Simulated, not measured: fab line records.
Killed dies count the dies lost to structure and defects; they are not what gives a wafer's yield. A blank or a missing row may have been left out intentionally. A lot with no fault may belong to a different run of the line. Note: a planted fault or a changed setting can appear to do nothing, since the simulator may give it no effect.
Comparing a struck lot with a sound one || flow n5_finfet || 37 out of 1938 route steps
Sound: these wafers, L490.4, L490.5, L490.6. Wafers struck: L481.1, L481.3, L481.4. Last of all comes the cause.
Order at every step that has rows: each side's tool, ch and its chambers, its first start. Under that, the readings that differ: sound wafers || struck wafers || difference of the means || sigmas: that difference in standard deviations of wafers without a fault.
alike: same words and numbers on both sides, and readings whose means sit less than 2 such deviations apart. not compared: any withheld reading, any reading some wafer has no value for, any bound like >300 that may hide the same value, and any number with overlapping values for which the record gives no deviation.
Wherever a step has rows on one side only, a row that says differs or no value, or a row with sigmas, the two part there. Numbers that have no deviation but don't overlap get no sigmas and don't part them. Lack of a reading on every wafer of one side parts them only where that side has two or more wafers.

first, 9 steps without rows for these wafers: N5_WELL_APT_HMDS_18 (time 60 s); N5_WELL_APT_COAT_19 (resist thk 950 nm); N5_WELL_APT_EBR_21; N5_WELL_APT_SOFTBAKE_20 (time 60 s); N5_WELL_APT_EXPOSE_22 (exposes mask PWELL, defocus 0 nm, target cd 200 nm); N5_WELL_APT_PEB_23 (peb time 90 s); N5_WELL_APT_DEVELOP_24 (develop time 45 s); N5_WELL_APT_HARDBAKE_29 (time 120 s); N5_WELL_APT_DESCUM_30 (chemistry O2, time 7.9 s).
N5_WELL_APT_IMPLANT_31:
  struck on implanter-01, day 3 21:27; sound on implanter-02 ch 0, day 6 03:20
  no value came back on the struck wafers for beam_energy_keV, beam_on_s (s); on the sound wafers beam_energy_keV reads 59.992 59.979 60.017
then, 25 steps without rows for these wafers: N5_WELL_APT_IMPLANT_32; N5_WELL_APT_STRIP_33 (strips in SPM, time 900 s); N5_WELL_APT_RTA_34 (time 10 s); N5_WELL_APT_OXIDE_STRIP_42 (strips SiO2 in dHF, time 45 s, target depth 12 nm); N5_WELL_APT_PRECLEAN_36 (cleans in O3/DIW, time 45 s); N5_WELL_APT_PRECLEAN_39 (cleans in dHF, time 60 s); N5_WELL_APT_SRD_37 (time 30 s); N5_WELL_APT_EPI_41 (deposits Si from SiH4/H2, target thk 50 nm, time 297.7 s); N5_PMOS_HMC_CHANNEL_EPI_HM_DEP_34 (deposits SiO2 from TEOS/O2, target thk 36 nm, time 6.9 s); N5_PMOS_HMC_CHANNEL_EPI_COAT_31 (time 60 s, resist thk 66 nm); N5_PMOS_HMC_CHANNEL_EPI_COAT_03 (resist thk 205 nm); N5_PMOS_HMC_CHANNEL_EPI_EBR_05; N5_PMOS_HMC_CHANNEL_EPI_SOFTBAKE_04 (time 60 s); N5_PMOS_HMC_CHANNEL_EPI_EXPOSE_06 (exposes mask PMOS HMC BLK, target cd 240 nm); N5_PMOS_HMC_CHANNEL_EPI_PEB_07 (peb time 60 s); N5_PMOS_HMC_CHANNEL_EPI_DEVELOP_08 (develop time 30 s); N5_PMOS_HMC_CHANNEL_EPI_DESCUM_14 (chemistry O2, time 7.9 s); N5_PMOS_HMC_CHANNEL_EPI_ETCH_32 (etches BARC in N2/H2, stops on SiO2, target depth 85.8 nm, time 50.3 s); N5_PMOS_HMC_CHANNEL_EPI_HM_OPEN_15 (chemistry CHF3/O2, target SiO2, target depth 40.6 nm, time 20.3 s); N5_PMOS_HMC_CHANNEL_EPI_STRIP_33 (strips in N2/H2); N5_PMOS_HMC_CHANNEL_EPI_STRIP_17 (strips in SPM, time 750 s); N5_PMOS_HMC_CHANNEL_EPI_ETCH_38 (etches SiO2 in CF4, target depth 1.5 nm); N5_PMOS_HMC_CHANNEL_EPI_FIN_RECESS_16 (chemistry HBr/Cl2, target Si, target depth 54 nm, time 18 s); N5_PMOS_HMC_CHANNEL_EPI_PRECLEAN_36 (cleans in O3/DIW, time 45 s); N5_PMOS_HMC_CHANNEL_EPI_PRECLEAN_18 (cleans in DHF, time 30 s).
-- a jump in the record: the struck wafers' starts before and after are 7 days apart (it breaks off in module PMOS_HMC_CHANNEL_EPI and resumes in module BEOL_M4, where the first step shown is number 1111 of the route) --
N5_BEOL_M4_RC_MEAS_101:
  sound on prober-01 ch 0, day 12 19:05; struck on prober-02 ch 0, day 10 18:38
{"reading": "RS_PWELL (ohm/sq)", "sound": "3013 2995 2978", "struck": "22749 22713 22781", "difference": "+19752", "sigmas": "+99 or more"}
  alike: DIBL_N, DIBL_P, IOFF_N, IOFF_P, ION_N, ION_P, SS_N, SS_P, VT_N, VT_P
N5_PASSIVATION_PROBE_49:
  the record holds rows for the sound wafers here (prober-02, day 18 06:49) but none for the struck ones

WHERE THEY PART
Earliest at N5_WELL_APT_IMPLANT_31; latest, in this record, at N5_PASSIVATION_PROBE_49.

WHY: what the simulator had put in
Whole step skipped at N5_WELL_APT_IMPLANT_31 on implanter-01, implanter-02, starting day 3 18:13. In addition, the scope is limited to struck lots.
